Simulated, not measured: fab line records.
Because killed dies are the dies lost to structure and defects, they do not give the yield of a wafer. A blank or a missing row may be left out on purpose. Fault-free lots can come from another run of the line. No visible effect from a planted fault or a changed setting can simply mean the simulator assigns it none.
What tool caused it? + flow nand_harc + 33 wafers from 11 lots sampled at 5 of the route's 1159 steps

## WHAT EACH GAUGE READ, for each wafer
NHARC_P_M1_INSPECT_11.
| lot  | measured     | on                | raw_defect_count |
|------|--------------|-------------------|------------------|
| L300 | day 6 14:26  | defect_inspect-01 | 4 3 4            |
| L301 | day 6 15:50  | defect_inspect-01 | 4 4 7            |
| L302 | day 6 16:11  | defect_inspect-01 | 4 2 3            |
| L305 | day 7 10:14  | defect_inspect-01 | 11 9 4           |
| L306 | day 7 10:59  | defect_inspect-01 | 8 4 4            |
| L313 | day 9 12:55  | defect_inspect-02 | 3 1 2            |
| L316 | day 10 02:57 | defect_inspect-02 | 7 7 6            |
| L317 | day 10 03:52 | defect_inspect-02 | 5 4 1            |
| L318 | day 10 14:27 | defect_inspect-01 | 5 3 9            |
| L319 | day 10 16:04 | defect_inspect-02 | 3 3 4            |
| L322 | day 11 12:30 | defect_inspect-01 | 1 3 7            |

NHARC_P_M2_CD_MEAS_09: the cd target is 170 nm.
| lot  | measured     | on        | cd_nm (nm)        |
|------|--------------|-----------|-------------------|
| L300 | day 6 18:50  | cd_sem-03 | 169.5 170.1 170.4 |
| L301 | day 6 19:57  | cd_sem-02 | 170.7 170.5 169.9 |
| L302 | day 6 20:16  | cd_sem-01 | 169.9 169.4 169.6 |
| L305 | day 7 14:19  | cd_sem-03 | 178.5 179.4 178.9 |
| L306 | day 7 15:02  | cd_sem-02 | 178.9 178.7 178.4 |
| L313 | day 9 17:10  | cd_sem-02 | 170.9 171.4 170.9 |
| L316 | day 10 07:10 | cd_sem-01 | 169.9 169.2 169.1 |
| L317 | day 10 07:55 | cd_sem-03 | 168.3 169.7 169.1 |
| L318 | day 10 18:28 | cd_sem-02 | 169.8 169.9 169.9 |
| L319 | day 10 20:20 | cd_sem-03 | 171.1 171.2 170.2 |
| L322 | day 11 16:34 | cd_sem-01 | 168.8 169.5 169.8 |

NHARC_P_M2_INSPECT_11.
| lot  | measured     | on                | raw_defect_count |
|------|--------------|-------------------|------------------|
| L300 | day 6 18:58  | defect_inspect-01 | 12 5 10          |
| L301 | day 6 20:04  | defect_inspect-02 | 5 3 8            |
| L302 | day 6 20:23  | defect_inspect-01 | 3 4 4            |
| L305 | day 7 14:26  | defect_inspect-01 | 11 8 4           |
| L306 | day 7 15:09  | defect_inspect-01 | 7 4 1            |
| L313 | day 9 17:17  | defect_inspect-02 | 3 1 3            |
| L316 | day 10 07:17 | defect_inspect-01 | 10 8 5           |
| L317 | day 10 08:02 | defect_inspect-02 | 3 1 4            |
| L318 | day 10 18:35 | defect_inspect-01 | 7 6 4            |
| L319 | day 10 20:28 | defect_inspect-02 | 2 2 3            |
| L322 | day 11 16:42 | defect_inspect-02 | 2 7 5            |

## EACH LOT AND THE TOOL THAT RAN IT (in order: tool; ch and the chambers of the sampled wafers; start)
| lot  | NHARC_P_M1_ETCH_28                            | NHARC_P_M2_PEB_07                 |
|------|-----------------------------------------------|-----------------------------------|
| L300 | rie_diel-11 ch 0,1, day 6 18:45 or earlier    | litho_track-04 ch 0, day 6 18:45  |
| L301 | rie_diel-03 ch 1,2, day 6 19:52 or earlier    | litho_track-06 ch 0, day 6 19:52  |
| L302 | rie_diel-11 ch 0,3, day 6 20:11 or earlier    | litho_track-04 ch 0, day 6 20:11  |
| L305 | rie_diel-03 ch 0,2,3, day 7 14:13 or earlier  | litho_track-04 ch 0, day 7 14:13  |
| L306 | rie_diel-03 ch 0,1,3, day 7 14:57 or earlier  | litho_track-04 ch 0, day 7 14:57  |
| L313 | rie_diel-11 ch 0,1,2, day 9 17:05 or earlier  | litho_track-06 ch 0, day 9 17:05  |
| L316 | rie_diel-11 ch 1,2,3, day 10 07:05 or earlier | litho_track-04 ch 0, day 10 07:05 |
| L317 | rie_diel-11 ch 0,1,3, day 10 07:50 or earlier | litho_track-04 ch 0, day 10 07:50 |
| L318 | rie_diel-03 ch 0,1,3, day 10 18:23 or earlier | litho_track-01 ch 0, day 10 18:23 |
| L319 | rie_diel-11 ch 0,1,3, day 10 20:15 or earlier | litho_track-01 ch 0, day 10 20:15 |
| L322 | rie_diel-08 ch 1,2,3, day 11 16:29 or earlier | litho_track-04 ch 0, day 11 16:29 |
- NHARC_P_M1_ETCH_28: etches the open film in CF4/N2, target depth 30 nm, time 72.99 s.
- NHARC_P_M2_PEB_07: peb time 65 s.

## AS READ BY THE TOOLS THEMSELVES (means over the sampled wafers that have a number; for cases with no such wafer, the mark the record gives instead)
NHARC_P_M1_ETCH_28.
| lot  | tool        | drypump_motor_current_A (A) | oes_product_au (a.u.) | rf_vpp_V (V) | showerhead_plenum_p_Torr (Torr) | throttle_valve_pct (%) |
|------|-------------|-----------------------------|-----------------------|--------------|---------------------------------|------------------------|
| L300 | rie_diel-11 | 6.4                         | 1.003                 | 315.5        | 2.69                            | 19.794                 |
| L301 | rie_diel-03 | 5.6                         | 0.990                 | 312.7        | 2.55                            | 19.796                 |
| L302 | rie_diel-11 | 6.5                         | 1.005                 | 315.3        | 2.67                            | 19.794                 |
| L305 | rie_diel-03 | 5.1                         | 0.987                 | 311.3        | 2.54                            | 19.794                 |
| L306 | rie_diel-03 | 5.3                         | 0.993                 | 314.4        | 2.65                            | 19.797                 |
| L313 | rie_diel-11 | 6.2                         | 1.003                 | 313.9        | 2.62                            | 19.792                 |
| L316 | rie_diel-11 | 6.1                         | 1.010                 | 312.6        | 2.54                            | 19.788                 |
| L317 | rie_diel-11 | 6.3                         | 1.014                 | 314.2        | 2.62                            | 19.797                 |
| L318 | rie_diel-03 | 5.3                         | 0.997                 | 314.5        | 2.64                            | 19.795                 |
| L319 | rie_diel-11 | 6.3                         | 1.013                 | 314.0        | 2.62                            | 19.800                 |
| L322 | rie_diel-08 | 6.3                         | 0.999                 | 316.4        | 2.74                            | 19.789                 |

NHARC_P_M2_PEB_07.
| lot  | tool           | chill_plate_temp_C (C) | heater_power_total_W (W) | plate_temp_C (C) |
|------|----------------|------------------------|--------------------------|------------------|
| L300 | litho_track-04 | 23.00                  | 156.9                    | 99.90            |
| L301 | litho_track-06 | 23.05                  | 156.9                    | 99.97            |
| L302 | litho_track-04 | 22.97                  | 156.7                    | 100.10           |
| L305 | litho_track-04 | 23.02                  | 162.9                    | 102.99           |
| L306 | litho_track-04 | 23.02                  | 162.7                    | 102.85           |
| L313 | litho_track-06 | 22.99                  | 156.4                    | 100.00           |
| L316 | litho_track-04 | 22.93                  | 156.7                    | 99.92            |
| L317 | litho_track-04 | 22.99                  | 157.1                    | 100.09           |
| L318 | litho_track-01 | 23.05                  | 156.7                    | 99.82            |
| L319 | litho_track-01 | 23.00                  | 156.9                    | 99.96            |
| L322 | litho_track-04 | 22.97                  | 156.9                    | 100.14           |

## THE ANSWER, worked out from the rows above alone
Rule: what is usual is taken from the lots themselves. Put in order of their means at a reading, lots are off if they are a third of the lots or fewer, leave a main group of 4 or more, and stand apart from it by a gap of 3 or more times the standard deviation of the main group's means; of several such gaps the widest counts. If all means in a main group match to the digits the tables above print for the reading, that group is not used. A lot without any number at a reading at which 4 lots or more have one is off too. Any other lot the step has rows for is counted as sound. Order of review: gauges by route order, followed by the tools' own readings, for which a lot's mean as printed above is used. The first step at which some lot is off is used, and at that step the reading that is off furthest; a lot without a number counts as furthest.
Off: L305, L306 (NHARC_P_M2_CD_MEAS_09, cd_nm). Mean 170.0 nm and standard deviation 0.65 in the main group.
A tool fits if, at a process step before that reading, it ran every lot that is off, and no sound lot after the first of them. The gauges at NHARC_P_M2_CD_MEAS_09 aren't tried: what is off there is off at NHARC_P_M2_PEB_07 too, on other tools, and a gauge's error can't cause that. NHARC_P_M1_ETCH_28: start missing for some lots; hours and lot order therefore follow NHARC_P_M2_PEB_07. None of those tried fits.

## WHAT HAD BEEN PUT IN BY THE SIMULATOR
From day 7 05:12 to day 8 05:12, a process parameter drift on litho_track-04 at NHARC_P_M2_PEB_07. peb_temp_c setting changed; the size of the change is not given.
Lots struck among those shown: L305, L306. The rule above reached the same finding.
